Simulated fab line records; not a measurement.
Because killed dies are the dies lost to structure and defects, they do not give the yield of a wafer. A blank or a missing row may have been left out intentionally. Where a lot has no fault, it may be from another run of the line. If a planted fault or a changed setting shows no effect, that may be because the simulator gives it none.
Matching of chambers :: flow nand_harc :: pecvd-01 running NHARC_A_SGD_CUT_DEP_00: 3 sister chambers
The step deposits SiNx, target thk 50 nm. 14 wafers are shown with their chamber, then 7 later ones without.

## EACH WAFER AND ITS CHAMBER
wafer: L075.1
chamber: 0
heater_power_w (W): 665

wafer: L075.2
chamber: 1
heater_power_w (W): 748

wafer: L075.5
chamber: 2
heater_power_w (W): 554

wafer: L081.1
chamber: 0
heater_power_w (W): 565

wafer: L081.2
chamber: 1
heater_power_w (W): 752

wafer: L081.3
chamber: 2
heater_power_w (W): 680

wafer: L084.2
chamber: 2
heater_power_w (W): 622

wafer: L084.3
chamber: 1
heater_power_w (W): 835

wafer: L084.6
chamber: 2
heater_power_w (W): 646

wafer: L088.1
chamber: 1
heater_power_w (W): 875

wafer: L088.2
chamber: 2
heater_power_w (W): 594

wafer: L088.4
chamber: 0
heater_power_w (W): 549

wafer: L093.1
chamber: 0
heater_power_w (W): 600

wafer: L093.4
chamber: 1
heater_power_w (W): 839

SIGNATURES, as means of the wafers listed above
reading: heater_power_w
chamber 0: 594.75
chamber 1: 809.80
chamber 2: 619.20
scatter within a chamber: 52.4
Rule: for each reading, subtract the chamber's mean from the wafer's reading, divide by that reading's scatter and square the result; add these up over the readings and take the root, which gives the wafer's distance from the chamber. If the next closest chamber is less than 2 further off than the closest, the wafer can't be placed; otherwise it belongs to the closest. The scatter is the square root of a quotient: the sum, over the shown wafers, of each reading's squared deviation from its chamber's mean, divided by wafers minus chambers.

## WAFERS MISSING THEIR CHAMBER
wafer: L093.5
heater_power_w (W): 604

wafer: L095.2
heater_power_w (W): 639

wafer: L095.4
heater_power_w (W): 691

wafer: L095.5
heater_power_w (W): 812

wafer: L097.2
heater_power_w (W): 644

wafer: L097.3
heater_power_w (W): 845

wafer: L097.6
heater_power_w (W): 611

## EACH ONE'S CHAMBER
wafer: L093.5
from the rows above: can't be placed: 0 or 2
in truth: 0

wafer: L095.2
from the rows above: can't be placed: 2 or 0
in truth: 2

wafer: L095.4
from the rows above: can't be placed: 2 or 0 or 1
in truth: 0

wafer: L095.5
from the rows above: 1
in truth: 1

wafer: L097.2
from the rows above: can't be placed: 2 or 0
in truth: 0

wafer: L097.3
from the rows above: 1
in truth: 1

wafer: L097.6
from the rows above: can't be placed: 2 or 0
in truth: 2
Correct placement for 2 of the 7. Can't be placed from these rows: 5 (the true chamber is among the candidates in 5). 0 placed wrongly.
